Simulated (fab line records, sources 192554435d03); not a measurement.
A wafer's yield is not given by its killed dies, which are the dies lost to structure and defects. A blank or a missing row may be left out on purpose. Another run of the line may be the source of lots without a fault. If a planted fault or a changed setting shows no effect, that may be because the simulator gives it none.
Check for tools in common -- flow n5-finfet -- 12 lots and 31 wafers in the sample

THE REASON FOR OPENING IT
At N5_FIN_CUT_INSPECT_17 the reading raw-defect-count is flagged on 2 of 12 lots. Fault-free wafers read 225, with a standard deviation of 58.
Rule: a lot is flagged when every wafer of it that has a number lies more than 4 standard deviations from that mean, or none has a number. All remaining lots are regarded as sound.

lot,measured,on,"raw-defect-count, wafer by wafer",flag
L894,day 2 04:07,defect-inspect-02,236 336 252,
L896,day 2 16:44,defect-inspect-02,175 302 434,
L900,day 3 17:16,defect-inspect-02,316 224,
L901,day 3 21:20,defect-inspect-02,138 175,
L902,day 4 04:27,defect-inspect-01,250 244,
L903,day 4 10:37,defect-inspect-02,1373 1455 1405,FLAGGED
L904,day 4 16:55,defect-inspect-01,1398 1367 1360,FLAGGED
L912,day 6 17:06,defect-inspect-01,261 318,
L913,day 6 21:26,defect-inspect-02,263 258 252,
L914,day 7 04:26,defect-inspect-02,195 219,
L915,day 7 10:04,defect-inspect-01,242 210 150,
L917,day 8 02:21,defect-inspect-01,203 200 252,
On average the flagged lots' numbers are 1393, which is +1168 against the usual, or +20 standard deviations.

EACH LOT AND THE TOOL IT RAN ON
The record holds 3 process steps before the reading, out of a route of 1938 steps. In each cell: the tool, then ch and the chambers that the sampled wafers went through, then the start.
lot,flag,N5_FIN_SAQP_ETCH_64,N5_FIN_CUT_PRECLEAN_35,N5_FIN_CUT_CUT_ETCH_28
L894,,"rie-si-05 ch 0,2,3, day 2 02:23","vapor-etch-02 ch 0,1, day 2 03:45","rie-si-01 ch 1,2,3, day 2 03:53"
L896,,"rie-si-05 ch 1,2, day 2 15:06","vapor-etch-02 ch 0,1, day 2 16:23","rie-si-01 ch 1,2,3, day 2 16:29"
L900,,"rie-si-02 ch 2,3, day 3 15:38","vapor-etch-01 ch 0, day 3 16:54","rie-si-06 ch 2, day 3 17:02"
L901,,"rie-si-03 ch 2,3, day 3 19:44","vapor-etch-02 ch 0,1, day 3 20:58","rie-si-06 ch 0,1, day 3 21:07"
L902,,"rie-si-02 ch 2,3, day 4 02:43","vapor-etch-02 ch 0, day 4 04:05","rie-si-01 ch 1,3, day 4 04:13"
L903,FLAGGED,"rie-si-03 ch 0,1,3, day 4 09:00","vapor-etch-01 ch 0,1, day 4 10:14","rie-si-06 ch 0,1,2, day 4 10:23"
L904,FLAGGED,"rie-si-02 ch 0,2, day 4 15:01","vapor-etch-01 ch 0, day 4 16:29","rie-si-06 ch 0,2, day 4 16:37"
L912,,"rie-si-05 ch 0,3, day 6 15:22","vapor-etch-02 ch 0,1, day 6 16:45","rie-si-01 ch 1,2, day 6 16:52"
L913,,"rie-si-03 ch 0,2,3, day 6 19:44","vapor-etch-02 ch 0,1, day 6 21:03","rie-si-04 ch 1,2, day 6 21:11"
L914,,"rie-si-02 ch 2,3, day 7 02:41","vapor-etch-01 ch 1, day 7 04:04","rie-si-06 ch 2,3, day 7 04:13"
L915,,"rie-si-02 ch 0,1, day 7 08:10","vapor-etch-01 ch 0,1, day 7 09:33","rie-si-04 ch 2,3, day 7 09:41"
L917,,"rie-si-02 ch 0,1,3, day 8 00:30","vapor-etch-01 ch 0,1, day 8 01:59","rie-si-06 ch 1,3, day 8 02:08"
What these steps do:
- N5_FIN_SAQP_ETCH_64: etches SiO2 in CF4, target depth 1.5 nm.
- N5_FIN_CUT_PRECLEAN_35: cleans in vHF, time 13.3 s.
- N5_FIN_CUT_CUT_ETCH_28: etches Si in HBr/Cl2/O2, target depth 6 nm, time 2.4 s.
- N5_FIN_CUT_INSPECT_17: inspects for defects (brightfield).

FLAGGED OVER TOTAL, TOOL BY TOOL (the gauges that took the reading come last)
step,tool,lots run,flagged,share of the flagged lots,sound lots run after its first flagged lot
N5_FIN_SAQP_ETCH_64,rie-si-02,6,1,some,"3 (L914,L915,L917)"
N5_FIN_SAQP_ETCH_64,rie-si-03,3,1,some,1 (L913)
N5_FIN_SAQP_ETCH_64,rie-si-05,3,0,none,-
N5_FIN_CUT_PRECLEAN_35,vapor-etch-01,6,2,all,"3 (L914,L915,L917)"
N5_FIN_CUT_PRECLEAN_35,vapor-etch-02,6,0,none,-
N5_FIN_CUT_CUT_ETCH_28,rie-si-01,4,0,none,-
N5_FIN_CUT_CUT_ETCH_28,rie-si-04,2,0,none,-
N5_FIN_CUT_CUT_ETCH_28,rie-si-06,6,2,all,"2 (L914,L917)"
N5_FIN_CUT_INSPECT_17,defect-inspect-01,5,1,some,"3 (L912,L915,L917)"
N5_FIN_CUT_INSPECT_17,defect-inspect-02,7,1,some,"2 (L913,L914)"

WHAT IS ALLOWED BY THE TABLE
In 2 table rows, all flagged lots were run: vapor-etch-01 (N5_FIN_CUT_PRECLEAN_35), rie-si-06 (N5_FIN_CUT_CUT_ETCH_28).
- vapor-etch-01 at N5_FIN_CUT_PRECLEAN_35: 2 of its 6 lots flagged. Lots that were sound ran on it after the first flagged one (L914, L915, L917); a persistent fault on the entire tool would not allow that.
- rie-si-06 at N5_FIN_CUT_CUT_ETCH_28: 2 of its 6 lots flagged. Lots that were sound ran on it after the first flagged one (L914, L917); a persistent fault on the entire tool would not allow that.
Every row of the table either missed a flagged lot or ran a sound lot after the first.

WHAT THE SIMULATOR HAD INSERTED
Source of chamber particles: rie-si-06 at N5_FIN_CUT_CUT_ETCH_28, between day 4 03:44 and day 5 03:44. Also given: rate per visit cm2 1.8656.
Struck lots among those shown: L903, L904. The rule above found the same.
